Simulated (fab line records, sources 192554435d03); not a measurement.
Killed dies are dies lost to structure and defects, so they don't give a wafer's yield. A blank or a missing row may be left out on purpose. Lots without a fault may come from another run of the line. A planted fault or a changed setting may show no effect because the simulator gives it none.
One fault seen from 2 desks | flow n5_finfet | each desk has only its own numbers; what lay behind them comes last

THE METROLOGY DESK
What the gauges read, lot by lot, whatever tool the lot ran on: means of the sampled wafers that have a number. A lot is out of limits, marked OUT, if its mean lies more than 4 standard deviations from the usual mean; the brackets give that distance. Of its 10 readings 7 are shown: those that lie furthest out on some lot.
Columns: A = DIBL_N at N5_BEOL_M4_RC_MEAS_101, usual 37.0 mV/V; B = IOFF_N at N5_BEOL_M4_RC_MEAS_101, usual 0.17 nA/um; C = IOFF_P at N5_BEOL_M4_RC_MEAS_101, usual 0.22 nA/um; D = ION_N at N5_BEOL_M4_RC_MEAS_101, usual 672 uA/um; E = SS_N at N5_BEOL_M4_RC_MEAS_101, usual 71.6 mV/dec; F = VT_N at N5_BEOL_M4_RC_MEAS_101, usual 250 mV; G = VT_P at N5_BEOL_M4_RC_MEAS_101, usual -250 mV
lot  | first seen here | A    | B    | C    | D   | E    | F   | G
L464 | day 8 00:55     | 35.5 | 0.15 | 0.23 | 673 | 71.5 | 250 | -245
L463 | day 8 08:34     | 35.3 | 0.14 | 0.17 | 663 | 71.3 | 251 | -254
L471 | day 10 00:00    | 39.7 | 0.24 | 0.26 | 698 | 72.7 | 244 | -246
L473 | day 10 10:58    | 35.0 | 0.14 | 0.18 | 666 | 70.7 | 252 | -254
L478 | day 11 10:03    | 36.9 | 0.17 | 0.23 | 665 | 71.7 | 249 | -249
L476 | day 11 13:06    | 34.6 | 0.12 | 0.17 | 666 | 71.0 | 254 | -256
L480 | day 11 21:56    | 38.3 | 0.20 | 0.26 | 683 | 72.0 | 245 | -247
L486 | day 13 12:05    | 37.3 | 0.16 | 0.22 | 676 | 71.3 | 249 | -248
L483 | day 13 12:13    | 36.8 | 0.15 | 0.21 | 668 | 71.9 | 252 | -250
This desk's finding: nothing out of limits on any of the 9 lots.

THE TOOL OWNER'S DESK: cmp-03
The tool's own readings at N5_GATE_CUT_CMP_02 (polishes, stops on SiO2, t overpolish 12.7 s, target thk 0 nm): means of the sampled wafers that have a number, for each lot that ran on this tool. A lot is out of limits, marked OUT, if its mean lies more than 4 standard deviations from the usual mean; the brackets give that distance.
Columns: A = motor_current_A at N5_GATE_CUT_CMP_02, usual 9.4 A; B = overpolish_run_s at N5_GATE_CUT_CMP_02, usual 12.700 s; C = time_to_endpoint_s at N5_GATE_CUT_CMP_02, usual 24.2 s
lot  | first seen here | A    | B      | C
L464 | day 4 17:17     | 10.6 | 12.693 | 23.9
L463 | day 4 19:20     | 10.7 | 12.697 | 25.8
L471 | day 6 13:01     | 10.5 | 12.690 | 33.5
L473 | day 7 06:54     | 11.1 | 12.706 | 37.4 (+5.5) OUT
L476 | day 7 22:49     | 11.3 | 12.697 | 50.8 (+11) OUT
This desk's finding: out of limits on L473, L476; first on L473, day 7 06:54 (time_to_endpoint_s at N5_GATE_CUT_CMP_02). In limits: L464, L463, L471.

PUT TOGETHER
The tool owner's desk could have raised an alarm at day 7 06:54, on L473, L476.
The metrology desk saw nothing out of limits.
The metrology desk has L473, L476 on record, within its limits.
Of the lots named, all ran N5_GATE_CUT_CMP_02 on cmp-03.

WHAT THE SIMULATOR HAD PUT IN
Process parameter drift: cmp-03, from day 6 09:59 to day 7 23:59, at N5_GATE_CUT_CMP_02. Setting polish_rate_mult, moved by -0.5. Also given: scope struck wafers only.
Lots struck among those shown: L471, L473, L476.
Hours from the fault's start to each desk's first reading out of limits: the tool owner's desk, 21.
